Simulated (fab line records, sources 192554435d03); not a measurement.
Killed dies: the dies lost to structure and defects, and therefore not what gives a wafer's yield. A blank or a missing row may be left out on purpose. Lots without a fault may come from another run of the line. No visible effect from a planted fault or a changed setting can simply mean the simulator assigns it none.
Which of the tools did it? || flow n5Finfet || Sampling: 8 lots, 24 wafers, 7 of 1938 route steps

## WHAT THE GAUGES SHOWED, per wafer
N5_BEOL_M0_SAQP_OVL_MEAS_41. Usual: M0_CUT1_OVL typically reads -0.3 nm, with standard deviation 0.68.
{"lot": "L965", "measured": "day 6 06:00", "on": "overlay-02", "M0_CUT1_OVL (nm)": "-1.5 -1.2 -0.9", "flag": ""}
{"lot": "L968", "measured": "day 6 12:46", "on": "overlay-01", "M0_CUT1_OVL (nm)": "0.8 0.8 0.1", "flag": ""}
{"lot": "L970", "measured": "day 7 02:43", "on": "overlay-01", "M0_CUT1_OVL (nm)": "0.2 1.0 0.9", "flag": ""}
{"lot": "L980", "measured": "day 11 23:16", "on": "overlay-01", "M0_CUT1_OVL (nm)": "-0.5 0.3 -0.8", "flag": ""}
{"lot": "L981", "measured": "day 11 23:57", "on": "overlay-02", "M0_CUT1_OVL (nm)": "-0.5 -0.8 -0.8", "flag": ""}
{"lot": "L982", "measured": "day 12 00:07", "on": "overlay-01", "M0_CUT1_OVL (nm)": "-0.3 -0.6 -0.1", "flag": ""}
{"lot": "L983", "measured": "day 12 00:10", "on": "overlay-02", "M0_CUT1_OVL (nm)": "0.4 0.1 0.4", "flag": ""}
{"lot": "L985", "measured": "day 13 05:56", "on": "overlay-02", "M0_CUT1_OVL (nm)": "-0.8 -0.2 -1.6", "flag": ""}

N5_BEOL_M0_SAQP_INSPECT_42: inspects for defects (brightfield). Usual: 286 for rawDefectCount, sd 82.
{"lot": "L965", "measured": "day 6 06:03", "on": "defectInspect-02", "rawDefectCount": "264 313 261", "flag": ""}
{"lot": "L968", "measured": "day 6 12:49", "on": "defectInspect-02", "rawDefectCount": "227 344 316", "flag": ""}
{"lot": "L970", "measured": "day 7 02:46", "on": "defectInspect-01", "rawDefectCount": "170 270 880", "flag": ""}
{"lot": "L980", "measured": "day 11 23:20", "on": "defectInspect-01", "rawDefectCount": "309 432 291", "flag": ""}
{"lot": "L981", "measured": "day 12 00:01", "on": "defectInspect-01", "rawDefectCount": "267 203 279", "flag": ""}
{"lot": "L982", "measured": "day 12 00:11", "on": "defectInspect-01", "rawDefectCount": "216 326 160", "flag": ""}
{"lot": "L983", "measured": "day 12 00:14", "on": "defectInspect-01", "rawDefectCount": "214 179 144", "flag": ""}
{"lot": "L985", "measured": "day 13 05:59", "on": "defectInspect-02", "rawDefectCount": "259 295 235", "flag": ""}

N5_BEOL_M0_CUTY_INSPECT_59: inspects for defects (macro). Usual: 2.1 for rawDefectCount, sd 1.5.
{"lot": "L965", "measured": "day 6 07:26", "on": "defectInspect-02", "rawDefectCount": "1 2 2", "flag": ""}
{"lot": "L968", "measured": "day 6 14:26", "on": "defectInspect-01", "rawDefectCount": "3 1 2", "flag": ""}
{"lot": "L970", "measured": "day 7 04:37", "on": "defectInspect-02", "rawDefectCount": "3 3 >300", "flag": ""}
{"lot": "L980", "measured": "day 12 01:14", "on": "defectInspect-01", "rawDefectCount": "1 2 3", "flag": ""}
{"lot": "L981", "measured": "day 12 01:47", "on": "defectInspect-01", "rawDefectCount": "1 5 1", "flag": ""}
{"lot": "L982", "measured": "day 12 02:16", "on": "defectInspect-01", "rawDefectCount": "5 4 2", "flag": ""}
{"lot": "L983", "measured": "day 12 02:31", "on": "defectInspect-01", "rawDefectCount": "3 1 0", "flag": ""}
{"lot": "L985", "measured": "day 13 07:34", "on": "defectInspect-01", "rawDefectCount": "1 3 2", "flag": ""}

N5_BEOL_M4_RC_MEAS_101. Usual: DIBL_N 36.5 mV/V, standard deviation 1.2; DIBL_P 36.5 mV/V, standard deviation 1.6; IOFF_N 0.162 nA/um, standard deviation 0.023; IOFF_P 0.221 nA/um, standard deviation 0.03; ION_N 678 uA/um, standard deviation 8; ION_P 466 uA/um, standard deviation 6.3; SS_N 71.6 mV/dec, standard deviation 0.46; SS_P 73.3 mV/dec, standard deviation 0.57; VT_N 249.2 mV, standard deviation 2.6; VT_P -249 mV, standard deviation 3.3.
{"lot": "L965", "measured": "day 10 11:47", "on": "prober-02", "DIBL_N (mV/V)": "36.0 37.7 38.3", "DIBL_P (mV/V)": "36.5 39.4 39.4", "IOFF_N (nA/um)": "0.144 0.172 0.186", "IOFF_P (nA/um)": "0.206 0.268 0.272", "ION_N (uA/um)": "675 675 688", "ION_P (uA/um)": "469 476 475", "SS_N (mV/dec)": "71.5 71.9 71.6", "SS_P (mV/dec)": "73.3 73.8 73.1", "VT_N (mV)": "252.9 246.7 248.1", "VT_P (mV)": "-250 -247 -244", "flag": ""}
{"lot": "L968", "measured": "day 11 01:40", "on": "prober-02", "DIBL_N (mV/V)": "36.6 37.0 36.9", "DIBL_P (mV/V)": "38.9 39.9 39.0", "IOFF_N (nA/um)": "0.186 0.209 0.191", "IOFF_P (nA/um)": "0.239 0.253 0.232", "ION_N (uA/um)": "683 693 682", "ION_P (uA/um)": "467 470 470", "SS_N (mV/dec)": "71.1 71.8 71.4", "SS_P (mV/dec)": "74.4 73.7 73.8", "VT_N (mV)": "248.0 244.0 246.5", "VT_P (mV)": "-248 -245 -248", "flag": ""}
{"lot": "L970", "measured": "day 11 17:19", "on": "prober-01", "DIBL_N (mV/V)": "35.5 35.6 34.5", "DIBL_P (mV/V)": "36.4 35.9 34.3", "IOFF_N (nA/um)": "0.156 0.150 0.128", "IOFF_P (nA/um)": "0.206 0.193 0.184", "ION_N (uA/um)": "684 678 677", "ION_P (uA/um)": "467 459 465", "SS_N (mV/dec)": "71.7 71.8 71.5", "SS_P (mV/dec)": "72.9 73.1 73.3", "VT_N (mV)": "251.6 252.3 252.6", "VT_P (mV)": "-251 -254 -252", "flag": ""}
{"lot": "L980", "measured": "day 14 08:17", "on": "prober-02", "DIBL_N (mV/V)": "35.0 35.2 36.1", "DIBL_P (mV/V)": "36.7 35.8 37.5", "IOFF_N (nA/um)": "0.145 0.135 0.160", "IOFF_P (nA/um)": "0.218 0.209 0.250", "ION_N (uA/um)": "684 681 686", "ION_P (uA/um)": "475 474 481", "SS_N (mV/dec)": "71.1 71.5 71.6", "SS_P (mV/dec)": "73.9 73.2 73.1", "VT_N (mV)": "249.7 251.7 249.6", "VT_P (mV)": "-248 -251 -246", "flag": ""}
{"lot": "L981", "measured": "day 14 13:41", "on": "prober-01", "DIBL_N (mV/V)": "36.9 35.9 35.0", "DIBL_P (mV/V)": "36.6 36.2 35.2", "IOFF_N (nA/um)": "0.173 0.165 0.147", "IOFF_P (nA/um)": "0.202 0.208 0.184", "ION_N (uA/um)": "686 693 682", "ION_P (uA/um)": "460 468 463", "SS_N (mV/dec)": "71.6 71.5 70.8", "SS_P (mV/dec)": "73.0 73.9 72.8", "VT_N (mV)": "248.1 248.6 249.1", "VT_P (mV)": "-253 -250 -251", "flag": ""}
{"lot": "L982", "measured": "day 14 11:44", "on": "prober-01", "DIBL_N (mV/V)": "36.2 35.3 34.6", "DIBL_P (mV/V)": "38.9 38.1 36.3", "IOFF_N (nA/um)": "0.194 0.165 0.152", "IOFF_P (nA/um)": "0.254 0.232 0.215", "ION_N (uA/um)": "695 677 678", "ION_P (uA/um)": "471 464 465", "SS_N (mV/dec)": "72.0 72.7 71.9", "SS_P (mV/dec)": "73.8 72.7 73.0", "VT_N (mV)": "247.0 248.3 251.2", "VT_P (mV)": "-246 -248 -247", "flag": ""}
{"lot": "L983", "measured": "day 14 12:09", "on": "prober-02", "DIBL_N (mV/V)": "38.8 36.4 38.4", "DIBL_P (mV/V)": "39.4 36.0 38.4", "IOFF_N (nA/um)": "0.225 0.173 0.204", "IOFF_P (nA/um)": "0.302 0.244 0.288", "ION_N (uA/um)": "700 682 687", "ION_P (uA/um)": "475 471 479", "SS_N (mV/dec)": "72.1 71.6 71.8", "SS_P (mV/dec)": "74.0 72.6 74.0", "VT_N (mV)": "243.9 246.0 246.0", "VT_P (mV)": "-244 -245 -244", "flag": ""}
{"lot": "L985", "measured": "day 16 01:32", "on": "prober-02", "DIBL_N (mV/V)": "37.5 37.1 35.6", "DIBL_P (mV/V)": "37.2 36.5 34.3", "IOFF_N (nA/um)": "0.169 0.147 0.125", "IOFF_P (nA/um)": "0.210 0.203 0.176", "ION_N (uA/um)": "675 669 668", "ION_P (uA/um)": "462 462 459", "SS_N (mV/dec)": "72.1 72.0 70.9", "SS_P (mV/dec)": "73.1 72.9 73.2", "VT_N (mV)": "250.7 251.4 253.9", "VT_P (mV)": "-251 -249 -252", "flag": ""}

## TOOL THAT RAN EACH LOT (tool first, then ch and the chambers of the sampled wafers, then the start)
{"lot": "L965", "N5_BEOL_M0_SAQP_DESCUM_19": "rieDiel-03 ch 0,1,3, day 6 02:17", "N5_BEOL_M0_SAQP_SPACER1_ETCHBACK_99": "rieDiel-03 ch 0,1,3, day 6 03:42", "N5_BEOL_M0_SAQP_STRIP_75": "rieDiel-02 ch 0,2,3, day 6 07:00"}
{"lot": "L968", "N5_BEOL_M0_SAQP_DESCUM_19": "rieDiel-05 ch 0,1,3, day 6 07:49", "N5_BEOL_M0_SAQP_SPACER1_ETCHBACK_99": "rieDiel-05 ch 0,1,3, day 6 09:20", "N5_BEOL_M0_SAQP_STRIP_75": "rieDiel-03 ch 0,2,3, day 6 13:59"}
{"lot": "L970", "N5_BEOL_M0_SAQP_DESCUM_19": "rieDiel-05 ch 0,1,2, day 6 21:18", "N5_BEOL_M0_SAQP_SPACER1_ETCHBACK_99": "rieDiel-03 ch 0,1,3, day 6 23:16", "N5_BEOL_M0_SAQP_STRIP_75": "rieDiel-05 ch 0,1,3, day 7 04:10"}
{"lot": "L980", "N5_BEOL_M0_SAQP_DESCUM_19": "rieDiel-03 ch 1,2, day 11 14:08", "N5_BEOL_M0_SAQP_SPACER1_ETCHBACK_99": "rieDiel-03 ch 0,2, day 11 17:05", "N5_BEOL_M0_SAQP_STRIP_75": "rieDiel-02 ch 1,2, day 12 00:47"}
{"lot": "L981", "N5_BEOL_M0_SAQP_DESCUM_19": "rieDiel-02 ch 0,1, day 11 14:10", "N5_BEOL_M0_SAQP_SPACER1_ETCHBACK_99": "rieDiel-03 ch 1,2, day 11 17:16", "N5_BEOL_M0_SAQP_STRIP_75": "rieDiel-02 ch 1,2,3, day 12 01:21"}
{"lot": "L982", "N5_BEOL_M0_SAQP_DESCUM_19": "rieDiel-05 ch 0,2,3, day 11 14:11", "N5_BEOL_M0_SAQP_SPACER1_ETCHBACK_99": "rieDiel-03 ch 0,2, day 11 17:34", "N5_BEOL_M0_SAQP_STRIP_75": "rieDiel-02 ch 1,3, day 12 01:57"}
{"lot": "L983", "N5_BEOL_M0_SAQP_DESCUM_19": "rieDiel-05 ch 0,1,3, day 11 14:26", "N5_BEOL_M0_SAQP_SPACER1_ETCHBACK_99": "rieDiel-03 ch 1,2, day 11 18:01", "N5_BEOL_M0_SAQP_STRIP_75": "rieDiel-02 ch 0,2, day 12 02:04"}
{"lot": "L985", "N5_BEOL_M0_SAQP_DESCUM_19": "rieDiel-02 ch 0,1,3, day 12 23:40", "N5_BEOL_M0_SAQP_SPACER1_ETCHBACK_99": "rieDiel-03 ch 0,1,2, day 13 01:56", "N5_BEOL_M0_SAQP_STRIP_75": "rieDiel-05 ch 0,1,2, day 13 07:07"}
- N5_BEOL_M0_SAQP_DESCUM_19: chemistry O2, time 7.9 s.
- N5_BEOL_M0_SAQP_SPACER1_ETCHBACK_99: etches SiO2 in CHF3/O2, target depth 15.4 nm, time 7.7 s.
- N5_BEOL_M0_SAQP_STRIP_75: strips in CF4.

## WHAT THE TOOLS THEMSELVES READ (means of the sampled wafers that have a number; where no wafer has one, the mark that the record gives instead)
N5_BEOL_M0_SAQP_DESCUM_19. Usual: drypumpMotorCurrentA 5.7 A, standard deviation 0.39; oesProductAu 0.78 a.u., standard deviation 0.091; rfVppV 242.8 V, standard deviation 1.3; showerheadPlenumPTorr 2.08 Torr, standard deviation 0.066; throttleValvePct 20.49 %, standard deviation 0.17.
{"lot": "L965", "tool": "rieDiel-03", "drypumpMotorCurrentA (A)": 5.7, "oesProductAu (a.u.)": 0.77, "rfVppV (V)": 244.3, "showerheadPlenumPTorr (Torr)": 2.15, "throttleValvePct (%)": 20.55, "flag": ""}
{"lot": "L968", "tool": "rieDiel-05", "drypumpMotorCurrentA (A)": 5.9, "oesProductAu (a.u.)": 0.79, "rfVppV (V)": 243.1, "showerheadPlenumPTorr (Torr)": 2.10, "throttleValvePct (%)": 20.38, "flag": ""}
{"lot": "L970", "tool": "rieDiel-05", "drypumpMotorCurrentA (A)": 5.8, "oesProductAu (a.u.)": 0.87, "rfVppV (V)": 243.5, "showerheadPlenumPTorr (Torr)": 2.09, "throttleValvePct (%)": 20.28, "flag": ""}
{"lot": "L980", "tool": "rieDiel-03", "drypumpMotorCurrentA (A)": 5.7, "oesProductAu (a.u.)": 0.69, "rfVppV (V)": 241.9, "showerheadPlenumPTorr (Torr)": 2.02, "throttleValvePct (%)": 20.62, "flag": ""}
{"lot": "L981", "tool": "rieDiel-02", "drypumpMotorCurrentA (A)": 5.3, "oesProductAu (a.u.)": 0.82, "rfVppV (V)": 242.4, "showerheadPlenumPTorr (Torr)": 2.05, "throttleValvePct (%)": 20.62, "flag": ""}
{"lot": "L982", "tool": "rieDiel-05", "drypumpMotorCurrentA (A)": 6.1, "oesProductAu (a.u.)": 0.79, "rfVppV (V)": 241.8, "showerheadPlenumPTorr (Torr)": 2.07, "throttleValvePct (%)": 20.48, "flag": ""}
{"lot": "L983", "tool": "rieDiel-05", "drypumpMotorCurrentA (A)": 5.8, "oesProductAu (a.u.)": 0.77, "rfVppV (V)": 242.3, "showerheadPlenumPTorr (Torr)": 2.09, "throttleValvePct (%)": 20.42, "flag": ""}
{"lot": "L985", "tool": "rieDiel-02", "drypumpMotorCurrentA (A)": 5.4, "oesProductAu (a.u.)": 0.79, "rfVppV (V)": 242.2, "showerheadPlenumPTorr (Torr)": 2.05, "throttleValvePct (%)": 20.53, "flag": ""}

N5_BEOL_M0_SAQP_SPACER1_ETCHBACK_99. Usual: drypumpMotorCurrentA 5.8 A, standard deviation 0.3; oesProductAu 0.76 a.u., standard deviation 0.08; rfVppV 524 V, standard deviation 3.9; showerheadPlenumPTorr 2.41 Torr, standard deviation 0.079; throttleValvePct 19.01 %, standard deviation 0.18.
{"lot": "L965", "tool": "rieDiel-03", "drypumpMotorCurrentA (A)": 5.8, "oesProductAu (a.u.)": 0.77, "rfVppV (V)": 523, "showerheadPlenumPTorr (Torr)": 2.48, "throttleValvePct (%)": 19.05, "flag": ""}
{"lot": "L968", "tool": "rieDiel-05", "drypumpMotorCurrentA (A)": 5.8, "oesProductAu (a.u.)": 0.80, "rfVppV (V)": 527, "showerheadPlenumPTorr (Torr)": 2.42, "throttleValvePct (%)": 18.85, "flag": ""}
{"lot": "L970", "tool": "rieDiel-03", "drypumpMotorCurrentA (A)": 5.8, "oesProductAu (a.u.)": 0.76, "rfVppV (V)": 525, "showerheadPlenumPTorr (Torr)": 2.48, "throttleValvePct (%)": 19.05, "flag": ""}
{"lot": "L980", "tool": "rieDiel-03", "drypumpMotorCurrentA (A)": 5.8, "oesProductAu (a.u.)": 0.72, "rfVppV (V)": 524, "showerheadPlenumPTorr (Torr)": 2.37, "throttleValvePct (%)": 19.04, "flag": ""}
{"lot": "L981", "tool": "rieDiel-03", "drypumpMotorCurrentA (A)": 5.7, "oesProductAu (a.u.)": 0.70, "rfVppV (V)": 523, "showerheadPlenumPTorr (Torr)": 2.33, "throttleValvePct (%)": 19.16, "flag": ""}
{"lot": "L982", "tool": "rieDiel-03", "drypumpMotorCurrentA (A)": 5.8, "oesProductAu (a.u.)": 0.72, "rfVppV (V)": 524, "showerheadPlenumPTorr (Torr)": 2.37, "throttleValvePct (%)": 19.05, "flag": ""}
{"lot": "L983", "tool": "rieDiel-03", "drypumpMotorCurrentA (A)": 5.8, "oesProductAu (a.u.)": 0.70, "rfVppV (V)": 521, "showerheadPlenumPTorr (Torr)": 2.37, "throttleValvePct (%)": 19.23, "flag": ""}
{"lot": "L985", "tool": "rieDiel-03", "drypumpMotorCurrentA (A)": 5.8, "oesProductAu (a.u.)": 0.72, "rfVppV (V)": 522, "showerheadPlenumPTorr (Torr)": 2.40, "throttleValvePct (%)": 19.12, "flag": ""}

N5_BEOL_M0_SAQP_STRIP_75. Usual: drypumpMotorCurrentA 5.7 A, standard deviation 0.41; oesProductAu 0.181 a.u., standard deviation 0.02; rfVppV 270.9 V, standard deviation 1.6; showerheadPlenumPTorr 1.78 Torr, standard deviation 0.056; throttleValvePct 13.64 %, standard deviation 0.19.
{"lot": "L965", "tool": "rieDiel-02", "drypumpMotorCurrentA (A)": 5.6, "oesProductAu (a.u.)": 0.175, "rfVppV (V)": 270.5, "showerheadPlenumPTorr (Torr)": 1.77, "throttleValvePct (%)": 13.66, "flag": ""}
{"lot": "L968", "tool": "rieDiel-03", "drypumpMotorCurrentA (A)": 5.7, "oesProductAu (a.u.)": 0.177, "rfVppV (V)": 271.3, "showerheadPlenumPTorr (Torr)": 1.82, "throttleValvePct (%)": 13.67, "flag": ""}
{"lot": "L970", "tool": "rieDiel-05", "drypumpMotorCurrentA (A)": 5.8, "oesProductAu (a.u.)": 0.181, "rfVppV (V)": 272.3, "showerheadPlenumPTorr (Torr)": 1.80, "throttleValvePct (%)": 13.52, "flag": ""}
{"lot": "L980", "tool": "rieDiel-02", "drypumpMotorCurrentA (A)": 5.9, "oesProductAu (a.u.)": 0.187, "rfVppV (V)": 269.4, "showerheadPlenumPTorr (Torr)": 1.73, "throttleValvePct (%)": 13.64, "flag": ""}
{"lot": "L981", "tool": "rieDiel-02", "drypumpMotorCurrentA (A)": 5.8, "oesProductAu (a.u.)": 0.176, "rfVppV (V)": 269.7, "showerheadPlenumPTorr (Torr)": 1.72, "throttleValvePct (%)": 13.66, "flag": ""}
{"lot": "L982", "tool": "rieDiel-02", "drypumpMotorCurrentA (A)": 5.7, "oesProductAu (a.u.)": 0.169, "rfVppV (V)": 269.0, "showerheadPlenumPTorr (Torr)": 1.71, "throttleValvePct (%)": 13.74, "flag": ""}
{"lot": "L983", "tool": "rieDiel-02", "drypumpMotorCurrentA (A)": 5.2, "oesProductAu (a.u.)": 0.207, "rfVppV (V)": 272.1, "showerheadPlenumPTorr (Torr)": 1.80, "throttleValvePct (%)": 13.48, "flag": ""}
{"lot": "L985", "tool": "rieDiel-05", "drypumpMotorCurrentA (A)": 5.8, "oesProductAu (a.u.)": 0.193, "rfVppV (V)": 271.1, "showerheadPlenumPTorr (Torr)": 1.78, "throttleValvePct (%)": 13.45, "flag": ""}

## THE ANSWER, worked out from the rows above alone
Rule: a lot counts as off when the mean over its wafers that have a number is more than 3 standard deviations away from the usual mean. A lot without any number at a reading at which 4 lots or more have one is off too. Any other lot the step has rows for is counted as sound. After the gauges, taken in route order, come the tools' own readings; for these a lot's mean is taken, as printed above. The first step at which some lot is off is used, and at that step the reading that is off furthest; a lot without a number counts as furthest.
Nothing can be told from this: no lot is off at any reading shown.

## WHAT WAS PUT IN BY THE SIMULATOR
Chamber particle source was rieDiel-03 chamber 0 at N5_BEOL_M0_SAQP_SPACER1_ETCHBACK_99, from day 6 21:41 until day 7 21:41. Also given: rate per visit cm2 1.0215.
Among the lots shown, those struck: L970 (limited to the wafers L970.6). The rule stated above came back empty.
